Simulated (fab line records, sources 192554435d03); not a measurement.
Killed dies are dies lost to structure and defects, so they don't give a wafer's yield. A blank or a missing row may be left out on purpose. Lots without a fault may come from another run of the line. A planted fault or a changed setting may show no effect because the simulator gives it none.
Chamber matching | flow n5_finfet | N5_BEOL_M11_PECVD_70 on pecvd-03: 3 sister chambers
The step deposits SiO2 from TEOS/O2, target thk 20 nm, time 22.7 s. 3 wafers are shown with their chamber, then 11 later ones without.

WAFERS WITH THEIR CHAMBER
wafer  | chamber | showerhead_plenum_p_Torr (Torr)
L087.4 | 1       | 8.76
L087.6 | 2       | 8.74
L091.3 | 0       | 8.85

WAFERS WITHOUT THEIR CHAMBER
wafer  | showerhead_plenum_p_Torr (Torr)
L091.4 | 8.76
L091.5 | 8.77
L095.2 | 8.78
L095.5 | 8.83
L095.6 | 8.78
L093.1 | 8.75
L093.3 | 8.78
L093.4 | 8.83
L097.4 | 8.82
L097.5 | 8.78
L097.6 | 8.77

WHICH CHAMBER EACH WENT THROUGH
wafer  | from the rows above     | in truth
L091.4 | can't be placed: 1 or 2 | 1
L091.5 | can't be placed: 1 or 2 | 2
L095.2 | can't be placed: 1 or 2 | 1
L095.5 | 0                       | 0
L095.6 | can't be placed: 1 or 2 | 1
L093.1 | can't be placed: 1 or 2 | 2
L093.3 | can't be placed: 1 or 2 | 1
L093.4 | 0                       | 0
L097.4 | can't be placed: 0 or 1 | 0
L097.5 | can't be placed: 1 or 2 | 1
L097.6 | can't be placed: 1 or 2 | 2
Placed correctly: 2 of 11. Can't be placed from these rows: 9 (the true chamber is among the candidates in 9). Placed wrongly: 0.
How it was worked out, from the rows above alone: a wafer's distance from a chamber is the root of the sum, over the readings, of the square of ((its reading less the chamber's mean) divided by the reading's scatter). The wafer belongs to the nearest chamber; if the next one is less than 2 further off, it can't be placed. A chamber's mean is the mean of its shown wafers. The scatter: with one shown wafer a chamber, the root of the mean of the squares of how far each hidden wafer lies from its nearest shown one.
